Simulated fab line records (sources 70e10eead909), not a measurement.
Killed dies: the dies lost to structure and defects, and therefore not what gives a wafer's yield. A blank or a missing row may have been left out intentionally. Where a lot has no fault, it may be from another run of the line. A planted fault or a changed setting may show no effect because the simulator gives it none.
Which tool is to blame? :: flow nandHarc :: 30 wafers from 10 lots sampled at 5 of the route's 1302 steps

WHAT EACH GAUGE READ, for each wafer
NHARC_A_ONON_D1_THK_MEAS_14: measures by ellipsometry. Usual: thkNm reads 1002 nm (standard deviation 9.9).
lot: L110
measured: day 7 14:28
on: filmMetro-01
thkNm (nm): 1007 1006 1007
flag: 

lot: L112
measured: day 8 09:08
on: filmMetro-02
thkNm (nm): 1016 1014 1015
flag: 

lot: L111
measured: day 8 09:09
on: filmMetro-01
thkNm (nm): 989 989 988
flag: 

lot: L117
measured: day 10 21:25
on: filmMetro-01
thkNm (nm): 992 993 994
flag: 

lot: L123
measured: day 13 05:46
on: filmMetro-02
thkNm (nm): 993 992 993
flag: 

lot: L124
measured: day 13 22:34
on: filmMetro-01
thkNm (nm): 997 999 996
flag: 

lot: L129
measured: day 16 01:19
on: filmMetro-01
thkNm (nm): 1014 1014 1015
flag: 

lot: L131
measured: day 16 16:30
on: filmMetro-01
thkNm (nm): 1001 998 1000
flag: 

lot: L133
measured: day 17 07:47
on: filmMetro-02
thkNm (nm): 1003 1005 1003
flag: 

lot: L132
measured: day 17 07:48
on: filmMetro-02
thkNm (nm): 1006 1005 1004
flag: 

NHARC_END_SORT_01. Usual: killedAtArray 57, standard deviation 20; killedAtOther 1.0, standard deviation 1.5; killedAtPeriphery 3.5, standard deviation 2.5; killedDies 62, standard deviation 21; killedOpen 3.5, standard deviation 1.9; killedShort 2.4, standard deviation 1.6.
lot: L123
measured: day 29 22:56
on: prober-01
killedAtArray: 76 53
killedAtOther: 1 3
killedAtPeriphery: 2 1
killedDies: 79 57
killedOpen: 1 3
killedShort: 0 1
flag: 

lot: L124
measured: day 30 10:13
on: prober-02
killedAtArray: 63 72 75
killedAtOther: 1 1 0
killedAtPeriphery: 3 4 1
killedDies: 67 77 76
killedOpen: 3 5 8
killedShort: 1 3 0
flag: 

TOOL THAT RAN EACH LOT (tool first, then ch and the chambers of the sampled wafers, then the start)
lot: L110
NHARC_A_CHANNEL_HOLE_D1_DEP_01: pecvd-03 ch 0,1,2, day 8 07:57
NHARC_A_CHANNEL_HOLE_D1_ETCH_39: rieDiel-01 ch 0,2,3, day 8 09:04
NHARC_A_CHANNEL_HOLE_D1_ETCH_23: harEtch-01 ch 0,1, day 8 11:47

lot: L112
NHARC_A_CHANNEL_HOLE_D1_DEP_01: pecvd-04 ch 0,1,2, day 8 21:44
NHARC_A_CHANNEL_HOLE_D1_ETCH_39: rieDiel-10 ch 0,1,3, day 8 23:04
NHARC_A_CHANNEL_HOLE_D1_ETCH_23: harEtch-01 ch 0,1, day 9 01:48

lot: L111
NHARC_A_CHANNEL_HOLE_D1_DEP_01: pecvd-02 ch 0,1,2, day 8 21:40
NHARC_A_CHANNEL_HOLE_D1_ETCH_39: rieDiel-10 ch 0,1, day 8 22:47
NHARC_A_CHANNEL_HOLE_D1_ETCH_23: harEtch-02 ch 0,1, day 9 01:21

lot: L117
NHARC_A_CHANNEL_HOLE_D1_DEP_01: pecvd-03 ch 0,1,2, day 11 13:56
NHARC_A_CHANNEL_HOLE_D1_ETCH_39: rieDiel-01 ch 1,2,3, day 11 14:59
NHARC_A_CHANNEL_HOLE_D1_ETCH_23: harEtch-02 ch 0,1, day 11 17:31

lot: L123
NHARC_A_CHANNEL_HOLE_D1_DEP_01: pecvd-03 ch 0,2, day 13 21:08
NHARC_A_CHANNEL_HOLE_D1_ETCH_39: rieDiel-10 ch 0,1, day 13 22:09
NHARC_A_CHANNEL_HOLE_D1_ETCH_23: harEtch-01 ch 0,1, day 14 00:51

lot: L124
NHARC_A_CHANNEL_HOLE_D1_DEP_01: pecvd-04 ch 0,1,2, day 14 11:17
NHARC_A_CHANNEL_HOLE_D1_ETCH_39: rieDiel-10 ch 0,2,3, day 14 12:12
NHARC_A_CHANNEL_HOLE_D1_ETCH_23: harEtch-01 ch 0,1, day 14 15:27

lot: L129
NHARC_A_CHANNEL_HOLE_D1_DEP_01: pecvd-02 ch 0,1, day 16 14:39
NHARC_A_CHANNEL_HOLE_D1_ETCH_39: rieDiel-04 ch 1,2,3, day 16 15:44
NHARC_A_CHANNEL_HOLE_D1_ETCH_23: harEtch-01 ch 0,1, day 16 22:30

lot: L131
NHARC_A_CHANNEL_HOLE_D1_DEP_01: pecvd-03 ch 0,1, day 17 06:31
NHARC_A_CHANNEL_HOLE_D1_ETCH_39: rieDiel-10 ch 0,2, day 17 07:29
NHARC_A_CHANNEL_HOLE_D1_ETCH_23: harEtch-02 ch 0, day 17 14:01

lot: L133
NHARC_A_CHANNEL_HOLE_D1_DEP_01: pecvd-03 ch 1,2, day 17 23:46
NHARC_A_CHANNEL_HOLE_D1_ETCH_39: rieDiel-04 ch 0,1,3, day 18 00:52
NHARC_A_CHANNEL_HOLE_D1_ETCH_23: harEtch-01 ch 0,1, day 18 03:17

lot: L132
NHARC_A_CHANNEL_HOLE_D1_DEP_01: pecvd-04 ch 1,2, day 18 00:32
NHARC_A_CHANNEL_HOLE_D1_ETCH_39: rieDiel-10 ch 0,1,3, day 18 01:38
NHARC_A_CHANNEL_HOLE_D1_ETCH_23: harEtch-02 ch 0,1, day 18 06:00
- NHARC_A_CHANNEL_HOLE_D1_DEP_01: deposits SiON, target thk 140 nm.
- NHARC_A_CHANNEL_HOLE_D1_ETCH_39: etches the open film in N2/H2, target depth 260 nm, time 325 s.
- NHARC_A_CHANNEL_HOLE_D1_ETCH_23: etches the open film in C4F8/O2/Ar, time 819 s, target depth 1600 nm.

WHAT THE TOOLS THEMSELVES READ (means of the sampled wafers that have a number; where no wafer has one, the mark that the record gives instead)
NHARC_A_CHANNEL_HOLE_D1_DEP_01. Usual: heaterPowerW reads 741 W (standard deviation 67).
lot: L110
tool: pecvd-03
heaterPowerW (W): 735
flag: 

lot: L112
tool: pecvd-04
heaterPowerW (W): 835
flag: 

lot: L111
tool: pecvd-02
heaterPowerW (W): 737
flag: 

lot: L117
tool: pecvd-03
heaterPowerW (W): 669
flag: 

lot: L123
tool: pecvd-03
heaterPowerW (W): 683
flag: 

lot: L124
tool: pecvd-04
heaterPowerW (W): 761
flag: 

lot: L129
tool: pecvd-02
heaterPowerW (W): 732
flag: 

lot: L131
tool: pecvd-03
heaterPowerW (W): 686
flag: 

lot: L133
tool: pecvd-03
heaterPowerW (W): 700
flag: 

lot: L132
tool: pecvd-04
heaterPowerW (W): 771
flag: 

NHARC_A_CHANNEL_HOLE_D1_ETCH_39. Usual: biasW 150.0 W, standard deviation 0.5; drypumpMotorCurrentA 5.5 A, standard deviation 0.32; oesProductAu 1.002 a.u., standard deviation 0.011; rfVppV 430.2 V, standard deviation 2.1; showerheadPlenumPTorr 2.03 Torr, standard deviation 0.068; throttleValvePct 14.172 %, standard deviation 0.0087.
lot: L110
tool: rieDiel-01
biasW (W): 149.6
drypumpMotorCurrentA (A): 5.9
oesProductAu (a.u.): 1.010
rfVppV (V): 430.5
showerheadPlenumPTorr (Torr): 2.04
throttleValvePct (%): 14.168
flag: 

lot: L112
tool: rieDiel-10
biasW (W): 149.5
drypumpMotorCurrentA (A): 5.4
oesProductAu (a.u.): 1.001
rfVppV (V): 429.3
showerheadPlenumPTorr (Torr): 2.01
throttleValvePct (%): 14.174
flag: 

lot: L111
tool: rieDiel-10
biasW (W): 150.3
drypumpMotorCurrentA (A): 5.2
oesProductAu (a.u.): 1.018
rfVppV (V): 429.9
showerheadPlenumPTorr (Torr): 2.00
throttleValvePct (%): 14.174
flag: 

lot: L117
tool: rieDiel-01
biasW (W): 150.4
drypumpMotorCurrentA (A): 6.1
oesProductAu (a.u.): 1.000
rfVppV (V): 429.5
showerheadPlenumPTorr (Torr): 2.01
throttleValvePct (%): 14.176
flag: 

lot: L123
tool: rieDiel-10
biasW (W): 150.5
drypumpMotorCurrentA (A): 5.2
oesProductAu (a.u.): 0.910
rfVppV (V): 430.3
showerheadPlenumPTorr (Torr): 2.00
throttleValvePct (%): 14.181
flag: OFF

lot: L124
tool: rieDiel-10
biasW (W): 149.7
drypumpMotorCurrentA (A): 5.5
oesProductAu (a.u.): 0.866
rfVppV (V): 430.9
showerheadPlenumPTorr (Torr): 2.03
throttleValvePct (%): 14.176
flag: OFF

lot: L129
tool: rieDiel-04
biasW (W): 149.8
drypumpMotorCurrentA (A): 5.5
oesProductAu (a.u.): 1.007
rfVppV (V): 432.9
showerheadPlenumPTorr (Torr): 2.10
throttleValvePct (%): 14.174
flag: 

lot: L131
tool: rieDiel-10
biasW (W): 150.4
drypumpMotorCurrentA (A): 5.5
oesProductAu (a.u.): 0.991
rfVppV (V): 430.3
showerheadPlenumPTorr (Torr): 2.03
throttleValvePct (%): 14.165
flag: 

lot: L133
tool: rieDiel-04
biasW (W): 150.4
drypumpMotorCurrentA (A): 5.6
oesProductAu (a.u.): 1.005
rfVppV (V): 433.6
showerheadPlenumPTorr (Torr): 2.13
throttleValvePct (%): 14.166
flag: 

lot: L132
tool: rieDiel-10
biasW (W): 150.5
drypumpMotorCurrentA (A): 5.4
oesProductAu (a.u.): 1.000
rfVppV (V): 430.5
showerheadPlenumPTorr (Torr): 2.00
throttleValvePct (%): 14.175
flag: 

NHARC_A_CHANNEL_HOLE_D1_ETCH_23. Usual: drypumpMotorCurrentA 5.58 A, standard deviation 0.12; showerheadPlenumPTorr 3.66 Torr, standard deviation 0.075; throttleValvePct 32.155 %, standard deviation 0.0095.
lot: L110
tool: harEtch-01
drypumpMotorCurrentA (A): 5.65
showerheadPlenumPTorr (Torr): 3.67
throttleValvePct (%): 32.152
flag: 

lot: L112
tool: harEtch-01
drypumpMotorCurrentA (A): 5.56
showerheadPlenumPTorr (Torr): 3.69
throttleValvePct (%): 32.154
flag: 

lot: L111
tool: harEtch-02
drypumpMotorCurrentA (A): 5.52
showerheadPlenumPTorr (Torr): 3.67
throttleValvePct (%): 32.166
flag: 

lot: L117
tool: harEtch-02
drypumpMotorCurrentA (A): 5.49
showerheadPlenumPTorr (Torr): 3.65
throttleValvePct (%): 32.150
flag: 

lot: L123
tool: harEtch-01
drypumpMotorCurrentA (A): 5.57
showerheadPlenumPTorr (Torr): 3.65
throttleValvePct (%): 32.147
flag: 

lot: L124
tool: harEtch-01
drypumpMotorCurrentA (A): 5.56
showerheadPlenumPTorr (Torr): 3.65
throttleValvePct (%): 32.152
flag: 

lot: L129
tool: harEtch-01
drypumpMotorCurrentA (A): 5.66
showerheadPlenumPTorr (Torr): 3.60
throttleValvePct (%): 32.152
flag: 

lot: L131
tool: harEtch-02
drypumpMotorCurrentA (A): 5.60
showerheadPlenumPTorr (Torr): 3.64
throttleValvePct (%): 32.145
flag: 

lot: L133
tool: harEtch-01
drypumpMotorCurrentA (A): 5.63
showerheadPlenumPTorr (Torr): 3.59
throttleValvePct (%): 32.152
flag: 

lot: L132
tool: harEtch-02
drypumpMotorCurrentA (A): 5.57
showerheadPlenumPTorr (Torr): 3.73
throttleValvePct (%): 32.150
flag: 

THE ANSWER, worked out from the rows above alone
Rule: lot off if the mean of its wafers having a number is beyond 3 standard deviations from the usual mean. A lot without any number at a reading at which 4 lots or more have one is off too. Where the step has rows for the other lots, those lots are counted as sound. After the gauges, taken in route order, come the tools' own readings; for these a lot's mean is taken, as printed above. The first step at which some lot is off is used, and at that step the reading that is off furthest; a lot without a number counts as furthest.
Off: L123, L124, at NHARC_A_CHANNEL_HOLE_D1_ETCH_39 (oesProductAu).
A tool fits if, at that step or a process step before it, it ran every lot that is off, and no sound lot after the first of them. No candidate that was tried fits.

WHAT THE SIMULATOR HAD PUT IN
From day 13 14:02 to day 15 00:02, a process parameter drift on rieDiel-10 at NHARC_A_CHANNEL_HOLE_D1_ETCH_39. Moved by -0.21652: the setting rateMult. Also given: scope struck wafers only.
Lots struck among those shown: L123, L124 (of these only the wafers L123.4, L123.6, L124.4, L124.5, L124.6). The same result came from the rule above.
